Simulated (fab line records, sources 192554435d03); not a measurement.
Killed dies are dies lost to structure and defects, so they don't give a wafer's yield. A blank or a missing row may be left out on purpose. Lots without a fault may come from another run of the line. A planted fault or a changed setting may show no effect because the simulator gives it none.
fab line records | flow n5_finfet
record lots=12 wafers=29 last_day=19
route steps=1938 shown BEOL_M6@1214 PASSIVATION@1936
lots that met no fault: from a run of the same line without faults
start_h: hours from the record's first day to the start of the lot's first wafer shown | wait_h: hours since the lot's step before | " the same as in the row above | L1.1+2: a row that stands for several wafers | - no value, or no start given | * or withheld: withheld | < > ~ a bound
route shown NAME@n: a module of which the file shows steps, and the number in the route of the first | usual: mean/standard deviation of fault-free wafers | same: alike in all rows | chamber/n: place in a boat | sites: the reading at each site | _std_site: their standard deviation | _edge_site: outer sites' mean less inner sites' | radius_mm: how far each site lies from the wafer's centre | mask NAME#n: copy n | behind: the tool/chamber that last shaped the wafer | hold: why the lot was held/for how many hours/how that ended | device: the transistor (n, p or np) that didn't switch | end of line: the same wafers' tests at the end of the route | a step without rows: its recipe alone | killed: dies lost to structure and defects at the first sort, not the wafer's yield | map: a wafer's dies, x killed, . not, _ none there
set.NAME: the setting as run; set.NAME@STEP: as run at that earlier step | model.NAME: the simulator's own value behind a step, which no gauge read
steps of the route over a sample of lots; a table a step, a row a wafer
services: from which hour (start_h, from the record's first day; less than 0 if before it) a tool's chamber was out of use, for how many hours, and why
## steps
# step N5_BEOL_M6_STRIP_67
# recipe chemistry=CF4 resist=SiARC power_w=300 bias_power_w=75 pressure_mtorr=50 cf4_flow_sccm=150 rf_frequency_hz=6e+07
# usual cf4_flow_sccm=150.0/0.46 drypump_motor_current_A=5.7/0.45 oes_product_au=0.80/0.082 rf_vpp_V=271.4/1.6 showerhead_plenum_p_Torr=1.80/0.05 throttle_valve_pct=13.57/0.24
# columns lot.wafer tool chamber start_h wait_h cf4_flow_sccm drypump_motor_current_A oes_product_au rf_hours_counter_h rf_vpp_V showerhead_plenum_p_Torr throttle_valve_pct
L282.2 rie_diel-02 0 196.77 0.0 149.3 6.3 0.82 86 271.9 1.82 13.82
L282.3 " 3 " " 149.9 5.7 0.93 13 270.8 1.76 13.26
L282.5 " 0 " " 149.3 6.3 0.81 - 271.1 1.82 13.81
L283.3 rie_diel-02 2 200.42 0.0 150.3 5.2 0.76 130 272.6 1.86 13.35
L283.4 " 2 " " 150.7 5.2 0.76 - 272.6 1.86 13.35
L285.1 rie_diel-04 1 245.65 0.0 149.8 5.7 0.73 201 269.3 1.76 13.69
L285.5 " 3 " " 150.2 6.0 0.87 - 272.6 1.81 13.49
L286.3 rie_diel-02 0 248.87 0.0 149.6 6.3 0.80 105 271.6 1.82 13.86
L286.6 " 1 " " 150.0 5.4 0.93 - 269.2 1.76 13.44
L284.1 rie_diel-04 3 256.47 0.0 149.8 6.0 0.87 43 272.6 1.81 13.47
L284.5 " 0 " " 150.1 5.8 0.68 - 273.2 1.84 13.69
L284.6 " 3 " " 149.4 6.0 0.87 - 271.2 1.81 13.49
L291.1 rie_diel-02 0 256.72 0.0 149.8 6.3 0.79 107 272.3 1.81 13.86
L291.2 " 1 " " 150.2 5.5 0.95 14 269.2 1.76 13.46
L291.5 " 0 " " 149.8 6.3 0.79 - 272.6 1.81 13.86
L288.1 rie_diel-02 0 267.03 0.0 150.0 6.3 0.79 111 270.4 1.81 13.87
L288.3 " 3 " " 150.1 5.7 0.87 39 268.9 1.76 13.33
L288.4 " 2 " " 150.2 5.2 0.74 154 272.4 1.85 13.39
L290.2 rie_diel-03 2 276.39 0.0 150.5 5.3 0.70 218 268.7 1.72 13.98
L290.5 " 2 " " 150.8 5.2 0.70 - 268.4 1.72 13.99
L297.5 rie_diel-04 1 322.74 0.0 149.6 5.7 0.71 - 271.4 1.75 13.76
L297.6 " 3 " " 149.5 6.0 0.84 - 269.7 1.81 13.54
L300.3 rie_diel-02 1 340.98 0.0 150.4 5.4 0.89 41 272.1 1.76 13.54
L300.4 " 2 " " 149.9 5.2 0.72 - 273.0 1.84 13.46
L304.3 rie_diel-02 1 363.47 0.0 150.0 5.5 0.87 53 268.9 1.75 13.56
L304.5 " 3 " " 150.3 5.7 0.84 - 270.4 1.75 13.39
L304.6 " 0 " " 150.4 6.3 0.76 - 270.8 1.80 13.95
L305.1 rie_diel-04 2 366.43 0.0 150.6 6.2 0.84 66 272.5 1.88 13.38
L305.4 " 1 " " 149.8 5.7 0.70 245 270.4 1.74 13.82
# step N5_BEOL_M6_CD_MEAS_28
# recipe target_cd_nm=40 landing_energy_ev=500 detector=se_inlens
# usual cd_nm=39.99/0.22
# columns lot.wafer tool chamber start_h wait_h cd_nm
L282.2 cd_sem-02 0 197.30 - 39.69
L282.3 " 0 " " 40.07
L282.5 " 0 " " 40.34
L283.3 cd_sem-03 0 201.81 - 39.97
L283.4 " 0 " " 39.55
L285.1 cd_sem-03 0 246.78 - 40.13
L285.5 " 0 " " 40.18
L286.3 cd_sem-01 0 251.21 - 39.85
L286.6 " 0 " " 39.92
L291.1 cd_sem-01 0 258.23 - 39.92
L291.2 " 0 " " 39.70
L291.5 " 0 " " 39.77
L284.1 cd_sem-02 0 258.40 - 40.27
L284.5 " 0 " " 40.11
L284.6 " 0 " " 39.90
L288.1 cd_sem-01 0 267.62 - 39.89
L288.3 " 0 " " 39.61
L288.4 " 0 " " 40.38
L290.2 cd_sem-02 0 278.44 - 39.76
L290.5 " 0 " " 39.79
L297.5 cd_sem-03 0 324.72 - 39.75
L297.6 " 0 " " 40.03
L300.3 cd_sem-01 0 343.45 - 39.61
L300.4 " 0 " " 39.65
L304.3 cd_sem-02 0 365.16 - 40.18
L304.5 " 0 " " 40.07
L304.6 " 0 " " 40.28
L305.1 cd_sem-03 0 368.81 - 40.35
L305.4 " 0 " " 40.11
# step N5_BEOL_M6_ETCH_65
# recipe chemistry=CF4 target=SiARC target_depth_a=156 mask_material=CAR-EUV time_s=26 ion_energy_ev=80 pressure_mtorr=40 source_w=545 bias_w=36 Ar_flow_sccm=100 cf4_flow_sccm=100 ends=cleared
# usual bias_w=35.98/0.11 cf4_flow_sccm=100.03/0.27 drypump_motor_current_A=5.6/0.46 etch_rf_on_time_s=25.8/0.79 oes_product_au=0.70/0.072 rf_vpp_V=184.3/1.2 showerhead_plenum_p_Torr=2.16/0.064 throttle_valve_pct=15.57/0.24
# columns lot.wafer tool chamber start_h wait_h bias_w cf4_flow_sccm drypump_motor_current_A etch_rf_on_time_s oes_product_au rf_hours_counter_h rf_vpp_V showerhead_plenum_p_Torr throttle_valve_pct
L282.2 rie_diel-04 2 197.47 0.0 35.86 99.92 6.2 26.0 0.80 10 185.3 2.27 15.32
L282.3 " 1 " " 36.17 100.45 5.7 25.4 0.64 185 183.6 2.13 15.75
L282.5 " 0 " " 36.12 100.05 5.8 26.0 0.59 - 187.0 2.20 15.61
L283.3 rie_diel-02 3 202.00 0.0 36.06 100.09 5.7 25.7 0.79 16 183.3 2.10 15.30
L283.4 " 3 " " 36.14 100.27 5.7 25.4 0.79 - 182.0 2.10 15.31
L285.1 rie_diel-03 0 246.95 0.0 35.85 99.96 5.0 25.5 0.71 64 185.7 2.16 15.54
L285.5 " 0 " " 35.99 99.88 5.0 25.5 0.71 - 185.2 2.16 15.54
L286.3 rie_diel-02 1 251.38 0.0 35.79 100.08 5.5 26.0 0.81 12 184.2 2.11 15.54
L286.6 " 0 " " 36.00 99.99 6.3 25.6 0.69 - 184.2 2.16 15.90
L291.1 rie_diel-04 3 258.61 0.0 35.99 100.14 6.0 26.6 0.73 44 184.7 2.16 15.52
L291.2 " 1 " " 36.05 100.18 5.7 25.0 0.63 205 183.4 2.12 15.80
L291.5 " 1 " " 35.96 100.48 5.7 25.2 0.64 - 182.7 2.12 15.77
L284.1 rie_diel-03 0 258.67 0.0 35.96 99.98 5.0 25.1 0.71 68 183.1 2.16 15.56
L284.5 " 3 " " 35.94 100.20 4.8 25.8 0.75 - 186.5 2.27 15.42
L284.6 " 0 " " 36.02 100.18 5.0 25.1 0.70 - 184.5 2.16 15.56
L288.1 rie_diel-04 3 267.85 0.0 35.70 100.32 6.0 26.7 0.74 48 184.5 2.16 15.53
L288.3 " 2 " " 35.76 100.00 6.2 25.8 0.77 30 185.1 2.26 15.37
L288.4 " 0 " " 35.88 99.98 5.8 25.7 0.59 240 184.9 2.19 15.65
L290.2 rie_diel-03 0 278.61 0.0 36.02 99.76 5.0 25.3 0.70 75 184.7 2.16 15.58
L290.5 " 0 " " 35.85 100.07 5.0 25.1 0.70 - 184.0 2.16 15.57
L297.5 rie_diel-03 1 325.31 0.0 36.08 99.91 5.8 26.9 0.77 - 182.9 2.10 15.13
L297.6 " 2 " " 36.01 100.28 5.2 25.7 0.58 - 183.7 2.04 16.02
L300.3 rie_diel-02 1 345.24 0.0 35.84 100.26 5.5 25.6 0.76 44 184.5 2.10 15.61
L300.4 " 2 " " 36.06 99.90 5.2 25.7 0.61 - 185.1 2.20 15.47
L304.3 rie_diel-04 0 365.73 0.0 35.73 100.38 5.8 24.4 0.82 15 184.0 2.18 15.20
L304.5 " 3 " " 36.08 100.31 6.0 26.9 0.69 - 184.0 2.15 15.59
L304.6 " 0 " " 36.06 100.41 5.8 24.2 0.82 - 184.6 2.18 15.18
L305.1 rie_diel-04 0 369.36 0.0 36.00 99.91 5.8 24.5 0.82 17 185.3 2.18 15.20
L305.4 " 1 " " 35.92 99.74 5.7 25.3 0.61 246 183.6 2.11 15.85
# step N5_BEOL_M6_CVD_78
# recipe material=Co target_thk_a=20 temp_c=withheld precursor=CCTBA/H2 pressure_torr=30 time_s=142.3
# usual run_length_s=165.0/0.64
# columns lot.wafer tool chamber start_h wait_h run_length_s
L282.2 cvd_co-02 2 199.10 0.0 165.0
L282.3 " 0 " " 164.7
L282.5 " 0 " " 164.7
L283.3 cvd_co-02 1 203.36 0.0 165.8
L283.4 " 2 " " 165.5
L285.1 cvd_co-02 0 250.89 0.3 164.1
L285.5 " 2 " " 165.1
L286.3 cvd_co-02 1 253.04 0.0 166.7
L286.6 " 1 " " 165.6
L291.1 cvd_co-02 0 260.65 0.3 164.9
L291.2 " 2 " " 165.4
L291.5 " 0 " " 164.2
L284.1 cvd_co-01 2 260.69 0.3 164.6
L284.5 " 2 " " 164.4
L284.6 " 0 " " 164.9
L288.1 cvd_co-02 2 271.25 0.3 164.8
L288.3 " 0 " " 164.4
L288.4 " 0 " " 164.9
L290.2 cvd_co-01 1 280.49 0.0 165.8
L290.5 " 1 " " 165.9
L297.5 cvd_co-02 0 328.56 0.3 164.4
L297.6 " 2 " " 164.9
L300.3 cvd_co-02 1 347.95 0.0 168.8
L300.4 " 0 " " 164.3
L304.3 cvd_co-01 1 369.53 0.1 165.7
L304.5 " 1 " " 165.8
L304.6 " 2 " " 164.7
L305.1 cvd_co-01 0 371.39 0.0 164.4
L305.4 " 0 " " 164.7
# step N5_PASSIVATION_PROBE_49
# usual defect_limited_yield=91.2/1.4 killed_at_M0_to_M3=34/9.3 killed_at_M4_up=14/5.9 killed_at_contacts=14/5.7 killed_at_front_end=38/10 killed_at_other=4/3.2 killed_dies=104/17 killed_open=67/13 killed_short=33/6.9 sort_bin_5_function=5.2/1 sort_bin_6_memory=3.3/0.61 sort_bin_8_speed=0.3/1.8 sort_n_pass=1069/52
# same gross_dies=1180 killed_at_back_side=0 sort_bin_4_leakage[%]=0
# columns lot.wafer tool chamber start_h wait_h defect_limited_yield[%] killed_at_M0_to_M3 killed_at_M4_up killed_at_contacts killed_at_front_end killed_at_other killed_dies killed_open killed_short sort_bin_5_function[%] sort_bin_6_memory[%] sort_bin_8_speed[%] sort_n_pass
L297.5 prober-02 - 416.93 0.2 89.6 50 18 6 46 3 123 77 40 4.9 4.6 0 1057
L297.6 prober-02 - 416.98 0.3 86.4 43 5 26 27 59 160 62 20 11.8 1.6 0 1020
# killed by level:class
L297.5 FIN_SAQP:geometric_particle:open=10 BEOL_M3:geometric_particle:open=10 STI_FIN_REVEAL:geometric_particle:open=9 BEOL_M0_SAQP:geometric_particle:short=9 BEOL_M0_SAQP:geometric_particle:open=8 BEOL_M2:geometric_particle:open=8 FIN_SAQP:geometric_particle:short=7 GATE_CUT:geometric_particle:short=7
L297.6 PASSIVATION:area_etch=53 MOL_CONTACT_COAG:area_etch=20 BEOL_M0_SAQP:geometric_particle:open=12 BEOL_M1:geometric_particle:open=10 FIN_SAQP:geometric_particle:open=7 BEOL_M0_SAQP:geometric_particle:short=7 MOL_CONTACT_COAG:geometric_particle:open=6 DUMMY_GATE:geometric_particle:open=5
## services
# columns tool chamber start_h hours kind
rie_diel-02 1 191.74 - clean
rie_diel-02 1 191.74 - consumable_replace:focus_ring
rie_diel-02 1 191.74 22.8 scheduled_down
rie_diel-02 1 191.74 22.8 vent_cycle
cvd_co-02 - 193.08 4.3 pm
rie_diel-03 0 201.11 2.7 repair
rie_diel-04 2 244.17 16.4 repair
rie_diel-03 1 263.46 - clean
rie_diel-03 1 263.46 - consumable_replace:focus_ring
rie_diel-02 1 286.15 11.8 repair
rie_diel-04 0 302.78 - clean
rie_diel-04 0 302.78 - consumable_replace:focus_ring
rie_diel-04 0 302.78 21.6 scheduled_down
rie_diel-04 0 302.78 21.6 vent_cycle
cvd_co-02 - 318.65 1.4 repair
cvd_co-01 0 330.47 4.0 repair
rie_diel-02 3 333.88 28.2 repair
cvd_co-01 1 334.43 - clean
cvd_co-01 1 334.43 22.0 scheduled_down
cvd_co-01 1 334.43 22.0 vent_cycle
cvd_co-01 0 352.63 1.8 repair
rie_diel-03 1 359.08 5.1 repair
## key
first_sign step=N5_BEOL_M6_CVD_78 reading=run_length_s direction=up sigmas=5.8 usual=* struck=*
effect none on later readings
met_at N5_BEOL_M6_CVD_78
struck_lots L300
struck_wafers L300.3
baseline_loss step=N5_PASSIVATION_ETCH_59 wafers=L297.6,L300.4
baseline_loss step=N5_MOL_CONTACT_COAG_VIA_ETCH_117 wafers=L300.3
not_acting_at N5_BEOL_M6_STRIP_67,N5_BEOL_M6_CD_MEAS_28,N5_BEOL_M6_ETCH_65
onset_between 271.25 347.95
fault kind=process_parameter_drift tool=cvd_co-02 chamber=- onset_h=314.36 steps=N5_BEOL_M6_CVD_78 channel=time_s offset=* shape=step end_h=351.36 scope=struck_wafers_only acts_in=* stated=*
# baseline_loss: these wafers lose ten dies or more at that step, a loss of the line's own and not of a fault; the sort's usual values leave them out
